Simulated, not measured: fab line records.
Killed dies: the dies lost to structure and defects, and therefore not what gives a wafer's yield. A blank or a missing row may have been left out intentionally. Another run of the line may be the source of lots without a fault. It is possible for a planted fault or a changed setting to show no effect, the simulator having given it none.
fab line records + flow n5Finfet
record
- lots=9
- wafers=27
- lastDay=17
route steps=1938 shown DUMMY_GATE@219 BEOL_M4@1111 PASSIVATION@1936
lots untouched by any fault: they come from a run of this same line in which no faults occurred
startH: hours from the record's first day to the start of the lot's first wafer shown + waitH: hours from the lot's prior step to this one + " unchanged from the row above + L1.1+2: one row covering several wafers at once + - either no value or no given start + * or withheld: withheld + < > ~ a bound
route shown NAME@n: names a module that has steps shown in the file, with the first one's number in the route + usual: mean/standard deviation taken from wafers without a fault + same: alike in all rows + chamber/n: place in a boat + sites: the reading at each site + _std_site: their standard deviation + _edge_site: mean of outer sites minus mean of inner sites + radiusMm: how far each site lies from the wafer's centre + mask NAME#n: copy n + behind: tool/chamber where the wafer was last shaped + hold: why the lot went on hold/how many hours it stayed there/how the hold came to an end + device: the transistor (n, p or np) that didn't switch + end of line: the same wafers' tests at the end of the route + a step with no rows: only its recipe + killed: count of dies lost to structure and defects at first sort (not the wafer's yield) + map: the dies of a wafer, with x for killed, . for not killed, _ for no die there
set.NAME: the setting as run; set.NAME@STEP: as run at that earlier step + model.NAME: the simulator's own value behind a step, which no gauge read
the route's steps for a sample of lots (tables are steps, rows are wafers)
services: from which hour (startH, from the record's first day; less than 0 if before it) a tool's chamber was out of use, for how many hours, and why
## steps
# step N5_DUMMY_GATE_THK_MEAS_05
# usual
- thkNm=71.8/0.98
| lot.wafer | tool         | chamber | startH | waitH | thkNm |
|-----------|--------------|---------|--------|-------|-------|
| L758.2    | filmMetro-02 | -       | 65.04  | 0.2   | 71.8  |
| L758.3    | "            | -       | "      | "     | 72.8  |
| L758.4    | "            | -       | "      | "     | 71.3  |
| L759.1    | filmMetro-01 | -       | 72.91  | 0.2   | 71.9  |
| L759.3    | "            | -       | "      | "     | 71.4  |
| L759.4    | "            | -       | "      | "     | 73.3  |
| L770.3    | filmMetro-01 | -       | 141.64 | 0.2   | 71.9  |
| L770.4    | "            | -       | "      | "     | 70.6  |
| L770.6    | "            | -       | "      | "     | 70.7  |
| L771.2    | filmMetro-02 | -       | 145.06 | 0.1   | 72.7  |
| L771.3    | "            | -       | "      | "     | 72.5  |
| L771.5    | "            | -       | "      | "     | 73.9  |
| L772.2    | filmMetro-01 | -       | 154.34 | 0.1   | 71.4  |
| L772.3    | "            | -       | "      | "     | 70.0  |
| L772.4    | "            | -       | "      | "     | 70.8  |
| L773.4    | filmMetro-01 | -       | 158.68 | 0.2   | 73.6  |
| L773.5    | "            | -       | "      | "     | 71.1  |
| L773.6    | "            | -       | "      | "     | 72.5  |
| L774.1    | filmMetro-02 | -       | 163.41 | 0.2   | 71.1  |
| L774.3    | "            | -       | "      | "     | 72.6  |
| L774.5    | "            | -       | "      | "     | 72.7  |
| L775.3    | filmMetro-01 | -       | 169.77 | 0.1   | 72.8  |
| L775.4    | "            | -       | "      | "     | 70.0  |
| L775.5    | "            | -       | "      | "     | 71.6  |
| L777.1    | filmMetro-02 | -       | 180.00 | 0.2   | 70.7  |
| L777.3    | "            | -       | "      | "     | 72.6  |
| L777.5    | "            | -       | "      | "     | 72.6  |
# step N5_DUMMY_GATE_OVL_MEAS_16
# recipe
- pointsPerWafer=522
# usual
- GATE_OVL=0.1/0.59
# same
- pointsPerWafer=522
| lot.wafer | tool       | chamber | startH | waitH | GATE_OVL[nm] |
|-----------|------------|---------|--------|-------|--------------|
| L758.2    | overlay-01 | 0       | 69.50  | 0.0   | 0.8          |
| L758.3    | "          | 0       | "      | "     | 0.1          |
| L758.4    | "          | 0       | "      | "     | -0.2         |
| L759.1    | overlay-02 | 0       | 77.41  | 0.0   | 0.8          |
| L759.3    | "          | 0       | "      | "     | -0.3         |
| L759.4    | "          | 0       | "      | "     | -0.1         |
| L770.3    | overlay-01 | 0       | 147.94 | 0.0   | 0.6          |
| L770.4    | "          | 0       | "      | "     | 0.8          |
| L770.6    | "          | 0       | "      | "     | 0.6          |
| L771.2    | overlay-02 | 0       | 149.52 | 0.0   | 0.1          |
| L771.3    | "          | 0       | "      | "     | 0.9          |
| L771.5    | "          | 0       | "      | "     | -0.2         |
| L772.2    | overlay-02 | 0       | 158.80 | 0.0   | 1.4          |
| L772.3    | "          | 0       | "      | "     | 0.4          |
| L772.4    | "          | 0       | "      | "     | 0.1          |
| L773.4    | overlay-02 | 0       | 163.16 | 0.0   | 0.1          |
| L773.5    | "          | 0       | "      | "     | -0.4         |
| L773.6    | "          | 0       | "      | "     | 0.8          |
| L774.1    | overlay-02 | 0       | 167.87 | 0.0   | 0.3          |
| L774.3    | "          | 0       | "      | "     | -0.3         |
| L774.5    | "          | 0       | "      | "     | 0.1          |
| L775.3    | overlay-01 | 0       | 174.24 | 0.0   | 0.2          |
| L775.4    | "          | 0       | "      | "     | 0.3          |
| L775.5    | "          | 0       | "      | "     | -0.9         |
| L777.1    | overlay-02 | 0       | 184.35 | 0.0   | 0.1          |
| L777.3    | "          | 0       | "      | "     | 0.1          |
| L777.5    | "          | 0       | "      | "     | -0.4         |
# step N5_DUMMY_GATE_ETCH_31
# recipe
- chemistry=C4F6/O2
- target=SiO2
- maskMaterial=SOC
- targetDepthA=825
- timeS=27.5
- ionEnergyEv=250
- pressureMtorr=30
- sourceW=345
- biasW=185
- Ar_flow_sccm=300
- C4F6_flow_sccm=10
- O2_flow_sccm=10
# usual
- drypumpMotorCurrentA=5.9/0.38
- oes_f_703_au=0.75/0.05
- oes_o_777_au=0.75/0.048
- oesProductAu=0.74/0.046
- rfFwdPowerW=342.0/1.7
- rfVppV=665/10
- showerheadPlenumPTorr=2.80/0.095
- throttleValvePct=21.26/0.25
| lot.wafer | tool       | chamber | startH | waitH | drypumpMotorCurrentA | oes_f_703_au | oes_o_777_au | oesProductAu | rfFwdPowerW | rfHoursCounterH | rfVppV | showerheadPlenumPTorr | throttleValvePct |
|-----------|------------|---------|--------|-------|----------------------|--------------|--------------|--------------|-------------|-----------------|--------|-----------------------|------------------|
| L758.2    | rieDiel-05 | 0       | 70.09  | 0.0   | 6.4                  | 0.95         | 0.92         | 0.76         | 427.3       | 213             | 586    | 2.69                  | 21.63            |
| L758.3    | "          | 3       | "      | "     | 6.2                  | 0.95         | 0.92         | 0.77         | 422.2       | 176             | 615    | 2.96                  | 21.36            |
| L758.4    | "          | 2       | "      | "     | 6.2                  | 0.94         | 0.91         | 0.77         | 423.6       | 194             | 608    | 2.72                  | 20.88            |
| L759.1    | rieDiel-05 | 3       | 77.92  | 0.0   | 6.2                  | 0.95         | 0.93         | 0.76         | 421.1       | 179             | 616    | 2.95                  | 21.35            |
| L759.3    | "          | 2       | "      | "     | 6.2                  | 0.94         | 0.91         | 0.76         | 425.4       | 196             | 609    | 2.72                  | 20.88            |
| L759.4    | "          | 1       | "      | "     | 6.1                  | 1.02         | 0.98         | 0.81         | 425.0       | 144             | 590    | 2.85                  | 21.02            |
| L770.3    | rieDiel-05 | 2       | 148.48 | 0.0   | 6.2                  | 0.71         | 0.71         | 0.70         | 343.8       | 218             | 677    | 2.71                  | 20.87            |
| L770.4    | "          | 0       | "      | "     | 6.5                  | 0.72         | 0.73         | 0.71         | 341.8       | 237             | 653    | 2.68                  | 21.64            |
| L770.6    | "          | 3       | "      | "     | 6.2                  | 0.71         | 0.72         | 0.70         | 338.4       | -               | 685    | 2.94                  | 21.37            |
| L771.2    | rieDiel-01 | 3       | 150.02 | 0.0   | 5.6                  | 0.75         | 0.75         | 0.73         | 343.7       | 182             | 663    | 2.97                  | 21.49            |
| L771.3    | "          | 1       | "      | "     | 6.1                  | 0.71         | 0.71         | 0.72         | 341.8       | 204             | 665    | 2.82                  | 21.39            |
| L771.5    | "          | 3       | "      | "     | 5.6                  | 0.75         | 0.75         | 0.72         | 342.1       | -               | 663    | 2.97                  | 21.47            |
| L772.2    | rieDiel-05 | 0       | 159.32 | 0.0   | 6.4                  | 0.72         | 0.72         | 0.70         | 343.0       | 240             | 654    | 2.68                  | 21.65            |
| L772.3    | "          | 1       | "      | "     | 6.0                  | 0.77         | 0.76         | 0.74         | 342.0       | 169             | 659    | 2.84                  | 21.02            |
| L772.4    | "          | 2       | "      | "     | 6.2                  | 0.71         | 0.71         | 0.70         | 342.5       | 221             | 678    | 2.71                  | 20.89            |
| L773.4    | rieDiel-06 | 0       | 163.65 | 0.0   | 5.6                  | 0.75         | 0.74         | 0.76         | 342.6       | 154             | 654    | 2.86                  | 21.35            |
| L773.5    | "          | 0       | "      | "     | 5.7                  | 0.75         | 0.74         | 0.74         | 341.8       | -               | 654    | 2.86                  | 21.35            |
| L773.6    | "          | 3       | "      | "     | 6.2                  | 0.74         | 0.73         | 0.74         | 343.6       | -               | 664    | 2.84                  | 21.58            |
| L774.1    | rieDiel-05 | 2       | 168.38 | 0.0   | 6.2                  | 0.71         | 0.71         | 0.69         | 343.2       | 224             | 678    | 2.71                  | 20.89            |
| L774.3    | "          | 3       | "      | "     | 6.2                  | 0.71         | 0.72         | 0.69         | 339.4       | 206             | 685    | 2.94                  | 21.34            |
| L774.5    | "          | 0       | "      | "     | 6.4                  | 0.71         | 0.71         | 0.69         | 342.9       | -               | 652    | 2.68                  | 21.64            |
| L775.3    | rieDiel-05 | 3       | 174.82 | 0.0   | 6.1                  | 0.71         | 0.71         | 0.69         | 339.5       | 209             | 685    | 2.94                  | 21.38            |
| L775.4    | "          | 0       | "      | "     | 6.4                  | 0.72         | 0.72         | 0.70         | 343.7       | 245             | 652    | 2.68                  | 21.65            |
| L775.5    | "          | 1       | "      | "     | 6.1                  | 0.76         | 0.76         | 0.74         | 344.0       | -               | 658    | 2.84                  | 21.03            |
| L777.1    | rieDiel-06 | 0       | 184.86 | 0.0   | 5.6                  | 0.75         | 0.74         | 0.74         | 341.4       | 160             | 655    | 2.85                  | 21.38            |
| L777.3    | "          | 3       | "      | "     | 6.2                  | 0.73         | 0.72         | 0.74         | 341.2       | 160             | 666    | 2.84                  | 21.59            |
| L777.5    | "          | 0       | "      | "     | 5.7                  | 0.75         | 0.73         | 0.73         | 340.8       | -               | 655    | 2.85                  | 21.36            |
# step N5_DUMMY_GATE_HM_OPEN_21
# recipe
- chemistry=CH3F/O2
- target=SiNx
- targetDepthA=1200
- Ar_flow_sccm=150
- CH3F_flow_sccm=30
- O2_flow_sccm=23
- timeS=171.4
- pressureMtorr=30
- sourceW=395
- biasW=73
- ionEnergyEv=120.7
# usual
- drypumpMotorCurrentA=5.9/0.38
- oesProductAu=0.74/0.045
- rfFwdPowerW=393.9/1.2
- rfVppV=299/4.7
- showerheadPlenumPTorr=1.99/0.07
- throttleValvePct=16.59/0.23
| lot.wafer | tool       | chamber | startH | waitH | drypumpMotorCurrentA | oesProductAu | rfFwdPowerW | rfHoursCounterH | rfVppV | showerheadPlenumPTorr | throttleValvePct |
|-----------|------------|---------|--------|-------|----------------------|--------------|-------------|-----------------|--------|-----------------------|------------------|
| L758.2    | rieDiel-05 | 0       | 70.18  | 0.0   | 6.4                  | 0.73         | 395.0       | 214             | 294    | 1.91                  | 16.97            |
| L758.3    | "          | 3       | "      | "     | 6.2                  | 0.72         | 392.7       | 176             | 307    | 2.10                  | 16.65            |
| L758.4    | "          | 2       | "      | "     | 6.2                  | 0.72         | 392.9       | 194             | 305    | 1.93                  | 16.24            |
| L759.1    | rieDiel-05 | 3       | 78.01  | 0.0   | 6.2                  | 0.72         | 393.7       | 179             | 309    | 2.10                  | 16.65            |
| L759.3    | "          | 2       | "      | "     | 6.2                  | 0.72         | 392.9       | 196             | 305    | 1.93                  | 16.26            |
| L759.4    | "          | 1       | "      | "     | 6.1                  | 0.77         | 393.8       | 144             | 298    | 2.02                  | 16.27            |
| L770.3    | rieDiel-05 | 2       | 148.57 | 0.0   | 6.2                  | 0.70         | 395.3       | 218             | 307    | 1.92                  | 16.30            |
| L770.4    | "          | 0       | "      | "     | 6.4                  | 0.70         | 392.3       | 237             | 293    | 1.90                  | 16.99            |
| L770.6    | "          | 3       | "      | "     | 6.1                  | 0.70         | 391.8       | -               | 309    | 2.09                  | 16.70            |
| L771.2    | rieDiel-01 | 3       | 150.11 | 0.0   | 5.6                  | 0.73         | 394.0       | 183             | 298    | 2.11                  | 16.74            |
| L771.3    | "          | 1       | "      | "     | 6.1                  | 0.71         | 394.5       | 204             | 299    | 2.00                  | 16.70            |
| L771.5    | "          | 3       | "      | "     | 5.6                  | 0.72         | 393.4       | -               | 297    | 2.11                  | 16.76            |
| L772.2    | rieDiel-05 | 0       | 159.41 | 0.0   | 6.5                  | 0.70         | 393.8       | 240             | 294    | 1.90                  | 16.99            |
| L772.3    | "          | 1       | "      | "     | 6.0                  | 0.75         | 393.1       | 169             | 296    | 2.02                  | 16.34            |
| L772.4    | "          | 2       | "      | "     | 6.2                  | 0.70         | 395.9       | 221             | 304    | 1.92                  | 16.31            |
| L773.4    | rieDiel-06 | 0       | 163.74 | 0.0   | 5.7                  | 0.74         | 396.1       | 154             | 295    | 2.02                  | 16.61            |
| L773.5    | "          | 0       | "      | "     | 5.7                  | 0.74         | 397.4       | -               | 294    | 2.02                  | 16.63            |
| L773.6    | "          | 3       | "      | "     | 6.2                  | 0.74         | 393.7       | -               | 298    | 2.01                  | 16.84            |
| L774.1    | rieDiel-05 | 2       | 168.47 | 0.0   | 6.2                  | 0.70         | 394.9       | 224             | 304    | 1.92                  | 16.32            |
| L774.3    | "          | 3       | "      | "     | 6.1                  | 0.69         | 390.8       | 206             | 307    | 2.09                  | 16.68            |
| L774.5    | "          | 0       | "      | "     | 6.4                  | 0.70         | 393.9       | -               | 295    | 1.90                  | 17.01            |
| L775.3    | rieDiel-05 | 3       | 174.90 | 0.0   | 6.2                  | 0.69         | 392.3       | 209             | 308    | 2.09                  | 16.72            |
| L775.4    | "          | 0       | "      | "     | 6.5                  | 0.69         | 393.4       | 245             | 294    | 1.90                  | 17.01            |
| L775.5    | "          | 1       | "      | "     | 6.0                  | 0.75         | 394.2       | -               | 297    | 2.01                  | 16.36            |
| L777.1    | rieDiel-06 | 0       | 184.95 | 0.0   | 5.7                  | 0.74         | 394.3       | 160             | 295    | 2.02                  | 16.63            |
| L777.3    | "          | 3       | "      | "     | 6.2                  | 0.74         | 394.1       | 160             | 298    | 2.01                  | 16.85            |
| L777.5    | "          | 0       | "      | "     | 5.7                  | 0.74         | 394.0       | -               | 294    | 2.02                  | 16.64            |
# step N5_BEOL_M4_RC_MEAS_101
# usual
- DIBL_N=36.0/1.7
- DIBL_P=35.8/2
- IOFF_N=0.15/0.03
- IOFF_P=0.20/0.037
- ION_N=670/12
- ION_P=460/7.2
- SS_N=71.5/0.68
- SS_P=73.2/0.65
- VT_N=250/3.1
- VT_P=-251/3.4
| lot.wafer | tool      | chamber | startH | waitH | DIBL_N[mV/V] | DIBL_P[mV/V] | IOFF_N[nA/um] | IOFF_P[nA/um] | ION_N[uA/um] | ION_P[uA/um] | SS_N[mV/dec] | SS_P[mV/dec] | VT_N[mV] | VT_P[mV] |
|-----------|-----------|---------|--------|-------|--------------|--------------|---------------|---------------|--------------|--------------|--------------|--------------|----------|----------|
| L758.2    | prober-01 | 0       | 195.43 | 0.2   | 39.2         | 38.4         | 0.23          | 0.32          | 669          | 466          | 72.4         | 75.0         | 244      | -239     |
| L758.3    | "         | 0       | "      | "     | 39.5         | 39.1         | 0.23          | 0.33          | 664          | 463          | 72.2         | 74.9         | 244      | -241     |
| L758.4    | "         | 0       | "      | "     | 34.1         | 32.7         | 0.13          | 0.20          | 658          | 465          | 70.2         | 72.8         | 250      | -246     |
| L759.1    | prober-02 | 0       | 200.82 | 0.0   | 33.3         | 33.9         | 0.12          | 0.15          | 663          | 455          | 71.2         | 73.2         | 252      | -255     |
| L759.3    | "         | 0       | "      | "     | 35.6         | 36.6         | 0.16          | 0.18          | 667          | 449          | 71.9         | 73.3         | 248      | -254     |
| L759.4    | "         | 0       | "      | "     | 34.4         | 35.7         | 0.14          | 0.18          | 683          | 469          | 71.3         | 72.5         | 251      | -255     |
| L770.3    | prober-01 | 0       | 266.22 | 0.3   | 36.8         | 35.9         | 0.17          | 0.19          | 682          | 462          | 71.5         | 73.5         | 247      | -251     |
| L770.4    | "         | 0       | "      | "     | 33.2         | 33.4         | 0.12          | 0.16          | 677          | 466          | 70.2         | 72.4         | 252      | -254     |
| L770.6    | "         | 0       | "      | "     | 35.1         | 33.8         | 0.14          | 0.16          | 665          | 451          | 71.2         | 73.3         | 254      | -257     |
| L772.2    | prober-01 | 0       | 274.55 | 0.2   | 37.5         | 38.7         | 0.19          | 0.21          | 678          | 456          | 72.3         | 73.8         | 251      | -252     |
| L772.3    | "         | 0       | "      | "     | 34.2         | 34.3         | 0.12          | 0.15          | 670          | 455          | 71.8         | 73.0         | 255      | -259     |
| L772.4    | "         | 0       | "      | "     | 33.3         | 33.9         | 0.11          | 0.14          | 655          | 443          | 71.4         | 72.8         | 255      | -259     |
| L771.2    | prober-02 | 0       | 282.10 | 0.2   | 34.7         | 33.5         | 0.13          | 0.19          | 671          | 460          | 71.4         | 72.2         | 252      | -249     |
| L771.3    | "         | 0       | "      | "     | 36.5         | 35.0         | 0.15          | 0.22          | 647          | 448          | 72.0         | 72.6         | 251      | -247     |
| L771.5    | "         | 0       | "      | "     | 36.4         | 35.7         | 0.15          | 0.22          | 658          | 456          | 71.8         | 72.8         | 251      | -247     |
| L773.4    | prober-01 | 0       | 290.17 | 0.5   | 35.0         | 35.2         | 0.14          | 0.21          | 677          | 466          | 70.9         | 73.5         | 249      | -249     |
| L773.5    | "         | 0       | "      | "     | 36.0         | 35.9         | 0.16          | 0.21          | 683          | 461          | 71.0         | 73.1         | 250      | -250     |
| L773.6    | "         | 0       | "      | "     | 36.9         | 37.6         | 0.17          | 0.24          | 690          | 470          | 71.8         | 73.5         | 250      | -246     |
| L775.3    | prober-01 | 0       | 298.28 | 0.3   | 37.4         | 37.8         | 0.17          | 0.21          | 682          | 463          | 72.0         | 74.5         | 251      | -251     |
| L775.4    | "         | 0       | "      | "     | 35.4         | 36.2         | 0.14          | 0.18          | 659          | 457          | 71.1         | 73.8         | 254      | -253     |
| L775.5    | "         | 0       | "      | "     | 34.9         | 35.6         | 0.13          | 0.17          | 657          | 461          | 71.0         | 73.4         | 253      | -256     |
| L774.1    | prober-02 | 0       | 299.09 | 0.0   | 34.7         | 33.9         | 0.13          | 0.18          | 664          | 454          | 70.7         | 73.4         | 252      | -249     |
| L774.3    | "         | 0       | "      | "     | 37.6         | 37.7         | 0.17          | 0.24          | 684          | 467          | 71.3         | 73.3         | 249      | -249     |
| L774.5    | "         | 0       | "      | "     | 34.3         | 33.2         | 0.12          | 0.17          | 653          | 452          | 70.4         | 72.3         | 250      | -254     |
| L777.1    | prober-02 | 0       | 317.11 | 0.0   | 36.1         | 37.4         | 0.16          | 0.21          | 685          | 467          | 71.8         | 73.0         | 251      | -252     |
| L777.3    | "         | 0       | "      | "     | 32.9         | 33.9         | 0.12          | 0.17          | 672          | 457          | 70.4         | 72.3         | 252      | -252     |
| L777.5    | "         | 0       | "      | "     | 36.1         | 37.3         | 0.16          | 0.20          | 681          | 460          | 71.1         | 73.9         | 249      | -253     |
# step N5_PASSIVATION_PROBE_49
# usual
- defectLimitedYield=91.4/1.5
- killed_at_M0_to_M3=32/9.8
- killed_at_M4_up=15/5.6
- killedAtContacts=12/5.4
- killedAtFrontEnd=40/13
- killedAtOther=3.0/2.1
- killedDies=102/17
- killedOpen=67/13
- killedShort=32/7.1
- sort_bin_5_function=5.1/0.96
- sort_bin_6_memory=3.2/0.7
- sortNPass=1078/18
- sortYieldPct=91.3/1.5
# same
- grossDies=1180
- killedAtBackSide=0
- sort_bin_4_leakage[%]=0
- sort_bin_8_speed[%]=0
| lot.wafer | tool      | chamber | startH | waitH | defectLimitedYield[%] | killed_at_M0_to_M3 | killed_at_M4_up | killedAtContacts | killedAtFrontEnd | killedAtOther | killedDies | killedOpen | killedShort | sort_bin_5_function[%] | sort_bin_6_memory[%] | sortNPass | sortYieldPct[%] |
|-----------|-----------|---------|--------|-------|-----------------------|--------------------|-----------------|------------------|------------------|---------------|------------|------------|-------------|------------------------|----------------------|-----------|-----------------|
| L759.1    | prober-02 | -       | 312.98 | 0.0   | 92.7                  | 20                 | 20              | 21               | 16               | 9             | 86         | 54         | 31          | 4.2                    | 2.8                  | 1094      | 92.7            |
| L759.3    | prober-02 | -       | 313.08 | 0.1   | 92.2                  | 28                 | 17              | 15               | 27               | 5             | 92         | 63         | 28          | 4.8                    | 2.6                  | 1088      | 92.2            |
| L759.4    | prober-02 | -       | 313.13 | 0.2   | 91.6                  | 24                 | 13              | 23               | 35               | 4             | 99         | 66         | 33          | 5.2                    | 2.9                  | 1081      | 91.6            |
| L770.3    | prober-02 | -       | 369.90 | 0.1   | 87.5                  | 38                 | 27              | 8                | 75               | 0             | 148        | 91         | 49          | 6.4                    | 4.8                  | 1032      | 87.5            |
| L770.4    | prober-02 | -       | 369.95 | 0.2   | 90.5                  | 32                 | 11              | 20               | 46               | 3             | 112        | 74         | 36          | 5.5                    | 3.9                  | 1068      | 90.5            |
| L770.6    | prober-02 | -       | 370.05 | 0.3   | 91.2                  | 29                 | 12              | 14               | 44               | 5             | 104        | 71         | 28          | 4.8                    | 3.6                  | 1076      | 91.2            |
# killed by level:class
L759.1 MOL_CONTACT_COAG:geometricParticle:open=18 BEOL_M4:geometricParticle:open=11 BEOL_M0_SAQP:geometricParticle:short=10 PASS1_DEP:geometricParticle:short=5 FIN_SAQP:geometricParticle:open=4 GATE_CUT:geometricParticle:short=4 MOL_CONTACT_COAG:geometricParticle:short=3 BEOL_M0_SAQP:geometricParticle:open=3
L759.3 MOL_CONTACT_COAG:geometricParticle:open=14 BEOL_M4:geometricParticle:open=9 BEOL_M0_SAQP:geometricParticle:open=7 BEOL_M0_SAQP:geometricParticle:short=6 BEOL_M1:geometricParticle:open=6 BEOL_M4:geometricParticle:short=5 STARTING-WAFER:geometricParticle:open=5 BEOL_M0:geometricParticle:open=4
L759.4 MOL_CONTACT_COAG:geometricParticle:open=17 BEOL_M4:geometricParticle:open=9 FIN_SAQP:geometricParticle:open=7 ILD0:geometricParticle:short=6 MOL_CONTACT_COAG:geometricParticle:short=6 FIN_SAQP:geometricParticle:short=5 BEOL_M0:geometricParticle:open=5 ILD0:geometricParticle:open=4
L770.3 STI_FIN_REVEAL:geometricParticle:open=21 BEOL_M4:geometricParticle:open=15 FIN_SAQP:geometricParticle:short=13 FIN_SAQP:geometricParticle:open=12 BEOL_M0_SAQP:geometricParticle:open=11 BEOL_M0_SAQP:geometricParticle:short=10 STI_FIN_REVEAL:geometricParticle:short=7 HKMG_FIN:areaEtch=7
L770.4 STI_FIN_REVEAL:geometricParticle:open=20 MOL_CONTACT_COAG:geometricParticle:open=11 MOL_CONTACT_COAG:geometricParticle:short=9 BEOL_M4:geometricParticle:open=9 STI_FIN_REVEAL:geometricParticle:short=8 BEOL_M0_SAQP:geometricParticle:short=8 FIN_SAQP:geometricParticle:open=5 GATE_CUT:geometricParticle:short=5
L770.6 STI_FIN_REVEAL:geometricParticle:open=25 MOL_CONTACT_COAG:geometricParticle:open=13 BEOL_M0_SAQP:geometricParticle:open=8 BEOL_M2:geometricParticle:open=8 STI_FIN_REVEAL:geometricParticle:short=6 BEOL_M4:geometricParticle:open=5 BEOL_M0_SAQP:geometricParticle:short=3 BEOL_M1:geometricParticle:open=3
## services
| tool       | chamber | startH | hours | kind                        |
|------------|---------|--------|-------|-----------------------------|
| rieDiel-01 | 2       | 59.15  | 2.7   | repair                      |
| rieDiel-06 | -       | 75.90  | 0.5   | repair                      |
| rieDiel-01 | 3       | 83.26  | 8.8   | repair                      |
| rieDiel-06 | 0       | 101.16 | 4.5   | repair                      |
| rieDiel-01 | 2       | 121.22 | -     | clean                       |
| rieDiel-01 | 2       | 121.22 | -     | consumableReplace:focusRing |
| rieDiel-01 | 2       | 121.22 | 12.1  | scheduledDown               |
| rieDiel-01 | 2       | 121.22 | 12.1  | ventCycle                   |
| rieDiel-01 | 3       | 123.80 | 3.1   | repair                      |
## key
firstSign
- step=N5_DUMMY_GATE_ETCH_31
- reading=rfFwdPowerW
- direction=up
- sigmas=48
- usual=*
- struck=*
effect
- step=N5_DUMMY_GATE_ETCH_31
- reading=rfVppV
- direction=down
- sigmas=5.9
- usual=665
- struck=604
metAt N5_DUMMY_GATE_ETCH_31
struckLots L758,L759
notActingAt N5_DUMMY_GATE_THK_MEAS_05,N5_DUMMY_GATE_OVL_MEAS_16,N5_DUMMY_GATE_HM_OPEN_21
fault
- kind=processParameterDrift
- tool=rieDiel-05
- chamber=-
- onsetH=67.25
- steps=N5_DUMMY_GATE_ETCH_31
- channel=sourceW
- offset=82.8
- shape=step
- endH=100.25
- actsIn=theseRecipesOnly
- stated=345
